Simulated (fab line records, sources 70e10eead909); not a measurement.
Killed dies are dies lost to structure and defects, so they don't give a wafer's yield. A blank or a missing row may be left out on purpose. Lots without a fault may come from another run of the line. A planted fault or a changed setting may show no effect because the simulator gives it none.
A struck lot beside a sound one | flow nand_harc | 13 steps out of a route of 1159
Sound: wafers L411.2, L411.3, L411.4. Struck: wafers L408.3, L408.6. The cause comes at the end.
At each step with rows: each side's tool, then ch and its chambers, then its first start. Under that, the readings that differ: sound wafers | struck wafers | difference of the means | sigmas: that difference in standard deviations of wafers without a fault.
alike: readings whose means differ by less than 2 such deviations, and words and numbers that are the same on both sides. not compared: withheld readings, readings that some wafer has no value for, bounds like >300 that may hide the same value, and numbers for which the record gives no deviation and whose values overlap.
The two part at a step that has a row with sigmas, a row that says differs or no value, or rows on one side only. Numbers that don't overlap but have no deviation are shown without sigmas and don't part them. A reading that every wafer of one side lacks parts them only if that side has two wafers or more.

first, 1 step without rows for these wafers: NHARC_A_SLIT_SRD_20.
NHARC_A_SLIT_CD_MEAS_21:
  sound on cd_sem-01, day 20 03:40; struck on cd_sem-03, day 20 05:21
  alike: cd_nm
then, 3 steps without rows for these wafers: NHARC_A_SIN_REMOVE_WET_00 (chemistry H3PO4, time 15300 s); NHARC_A_SIN_REMOVE_PRECLEAN_01 (cleans in SC1); NHARC_A_SIN_REMOVE_SRD_02.
NHARC_A_SIN_REMOVE_INSPECT_04:
  sound on defect_inspect-01, day 20 11:19; struck on defect_inspect-01, day 20 11:20
  alike: raw_defect_count
NHARC_A_WL_FILL_ALD_00: deposits Al2O3, target thk 3 nm, pulse time 3 s, ald cycles 30.
  sound on ald_hk-03 ch 0,2,3, day 20 11:52; struck on ald_hk-03 ch 0,2, day 20 12:05
  alike: heater_power_outer_w, heater_power_w, precursor_pulse_height_rel, susceptor_temp_C
NHARC_A_WL_FILL_RTA_01: time 5 s.
  sound on rtp_anneal-01 ch 0, day 20 12:18; struck on rtp_anneal-02 ch 0, day 20 12:30
  reading             | sound          | struck    | difference | sigmas
  lamp_zone_4_pct (%) | 30.5 30.6 30.6 | 29.8 29.8 | -0.8       | -2
  alike: anneal_temp_c_max, lamp_power_pct, wafer_temp_C_max
NHARC_A_WL_FILL_ALD_02: deposits TiN, target thk 2 nm, pulse time 3 s, ald cycles 100.
  sound on ald_metal-03 ch 1,2,3, day 20 12:29; struck on ald_metal-04 ch 1,3, day 20 12:44
  alike: heater_power_outer_w, heater_power_w, precursor_pulse_height_rel, susceptor_temp_C
NHARC_A_WL_FILL_CVD_03: deposits W, target thk 40 nm, time 3302 s.
  sound on cvd_w-02 ch 0,1, day 20 17:17; struck on cvd_w-01 ch 0,1, day 20 19:05
  alike: heater_power_outer_w, heater_power_w, susceptor_temp_C, throttle_valve_pct
NHARC_A_WL_FILL_ETCHBACK_04: etches the open film in NF3, target depth 60 nm, time 120 s.
  sound on rie_metal-02 ch 0,1, day 20 20:10; struck on rie_metal-01 ch 0,1, day 20 21:32
  reading          | sound             | struck      | difference | sigmas
  run_length_s (s) | 141.3 141.0 140.7 | 134.2 133.1 | -7.4       | -18
  alike: drypump_motor_current_A, oes_product_au
  not compared: rf_hours_counter_h
NHARC_A_WL_FILL_ETCHBACK_05: etches the open film in Cl2/BCl3, target depth 22 nm, time 60 s.
  sound on rie_metal-02 ch 0,1, day 20 20:25; struck on rie_metal-01 ch 0,1, day 20 21:45
  alike: drypump_motor_current_A, oes_product_au, run_length_s
  not compared: rf_hours_counter_h
-- the record jumps here: 4 days lie between the struck wafers' starts before and after (it left off in module A_WL_FILL and takes up again in module END, whose first step shown is number 1159 of the route) --
NHARC_END_SORT_01:
  sound on prober-01 ch 0, day 25 02:09; struck on prober-02 ch 0, day 25 05:25
  alike: killed_at_array, killed_at_other, killed_at_periphery, killed_dies, killed_open, killed_short

WHERE THEY PART
First at NHARC_A_WL_FILL_RTA_01; last, within this record, at NHARC_A_WL_FILL_ETCHBACK_04. Later steps at which nothing parts them and some readings are alike: NHARC_A_WL_FILL_ETCHBACK_05, NHARC_END_SORT_01.

WHY: what the simulator had put in
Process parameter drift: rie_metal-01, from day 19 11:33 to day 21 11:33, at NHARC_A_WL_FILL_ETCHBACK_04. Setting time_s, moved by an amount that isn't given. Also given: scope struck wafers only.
